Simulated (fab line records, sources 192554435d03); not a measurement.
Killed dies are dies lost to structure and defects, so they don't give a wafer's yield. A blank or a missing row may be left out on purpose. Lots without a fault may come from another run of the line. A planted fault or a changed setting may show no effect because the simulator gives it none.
Split-lot experiment | flow n5_finfet | 7 lots, 21 wafers read, on a route of 1938 steps

THE SPLIT
At N5_BEOL_M2_EXPOSE_08 (exposes mask M2), the setting dose_mj was moved away from the recipe's 41.25 on 10 of the 21 wafers read, by -4.9% to -2.4%. The other wafers ran this setting at the recipe's value.

FROM THE SPLIT TO THE READING: what the file shows between them, 2 steps
- N5_BEOL_M2_PEB_09: peb time 60 s
- N5_BEOL_M2_DEVELOP_10: develop time 30 s

THE READING
cd_nm, in nm, at N5_BEOL_M2_CD_MEAS_11 (target cd 16.79 nm). Fault-free wafers of this fab line usually give 16.82 nm, standard deviation 0.25 nm.

wafer  | tool, chamber at the split | dose_mj as run | against the recipe | cd_nm, nm | against lot-mates on the recipe
L074.2 | euv_scanner-02, 0          | 41.25          | recipe             | 17.02     | -
L074.3 | euv_scanner-02, 0          | 40.12          | -2.7%              | 16.32     | -0.70
L074.6 | euv_scanner-02, 0          | 40.12          | -2.7%              | 16.15     | -0.87
L075.3 | euv_scanner-02, 0          | 39.83          | -3.4%              | 15.98     | -0.75
L075.4 | euv_scanner-02, 0          | 41.25          | recipe             | 16.73     | -
L075.6 | euv_scanner-02, 0          | 39.83          | -3.4%              | 16.01     | -0.72
L083.3 | euv_scanner-02, 0          | 40.26          | -2.4%              | 15.94     | -0.76
L083.4 | euv_scanner-02, 0          | 41.25          | recipe             | 16.70     | -
L083.5 | euv_scanner-02, 0          | 41.25          | recipe             | 16.71     | -
L087.4 | euv_scanner-02, 0          | 40.06          | -2.9%              | 15.87     | -1.07
L087.5 | euv_scanner-02, 0          | 40.06          | -2.9%              | 16.44     | -0.50
L087.6 | euv_scanner-02, 0          | 41.25          | recipe             | 16.94     | -
L086.1 | euv_scanner-02, 0          | 41.25          | recipe             | 16.93     | -
L086.2 | euv_scanner-02, 0          | 39.23          | -4.9%              | 16.23     | -0.79
L086.4 | euv_scanner-02, 0          | 41.25          | recipe             | 17.11     | -
L091.2 | euv_scanner-02, 0          | 39.49          | -4.3%              | 15.91     | -0.84
L091.3 | euv_scanner-02, 0          | 41.25          | recipe             | 16.75     | -
L091.5 | euv_scanner-02, 0          | 39.49          | -4.3%              | 15.65     | -1.10
L093.3 | euv_scanner-02, 0          | 41.25          | recipe             | 16.98     | -
L093.5 | euv_scanner-02, 0          | 41.25          | recipe             | 16.53     | -
L093.6 | euv_scanner-02, 0          | 41.25          | recipe             | 17.03     | -

THE FIT
A straight line over all 21 wafers: cd_nm changes by +0.222 nm for each +1% of dose_mj; r = +0.88; the points scatter about the line by 0.22 nm.
The same after taking each lot's own level away (the mean of its wafers on the recipe; 21 wafers): +0.222 nm for each +1%; r = +0.92; scatter 0.18 nm.
On that fit, the largest move of dose_mj shifts the reading by 1.1 nm.
The lots' own levels span 16.705 to 17.020 nm, that is 1.3 times the standard deviation above.
So the lot-to-lot level changes the slope little: the two slopes agree.
Check: with one of the wafers moved furthest among these (-4.9%) left out of the fit, the line predicts -1.2 nm for it against its lot-mates. It came out at -0.79 nm against them.

OTHER SPLITS ON THESE WAFERS
These wafers also went through other splits before the reading. Each is held against what the fit with the lots' levels taken away leaves over:
other split on the same wafers            | wafers away from the commonest value | r with cd_nm (lot level and that fit taken away)
N5_SDB_EXPOSE_08 dose_mj                  | 5                                    | +0.28
N5_HKMG_FIN_ETCH_55 bias_w                | 9                                    | +0.11
N5_HKMG_FIN_ETCH_58 source_w              | 5                                    | -0.12
N5_GATE_CUT_COAT_27 spin_rpm              | 6                                    | -0.16
N5_GATE_CUT_ETCH_36 cf4_flow_sccm         | 8                                    | -0.05
N5_MOL_CONTACT_COAG_VIA_ETCH_117 bias_w   | 6                                    | -0.27
N5_MOL_CONTACT_COAG_ETCH_124 bias_w       | 8                                    | -0.07
N5_BEOL_M0_SAQP_PECVD_96 time_s           | 6                                    | -0.34
N5_BEOL_M0_SAQP_DEVELOP_13 develop_time_s | 8                                    | -0.12

THE FILE'S OWN FIT
cd_nm changes by +0.222 nm for each +1% of dose_mj, r = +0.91.
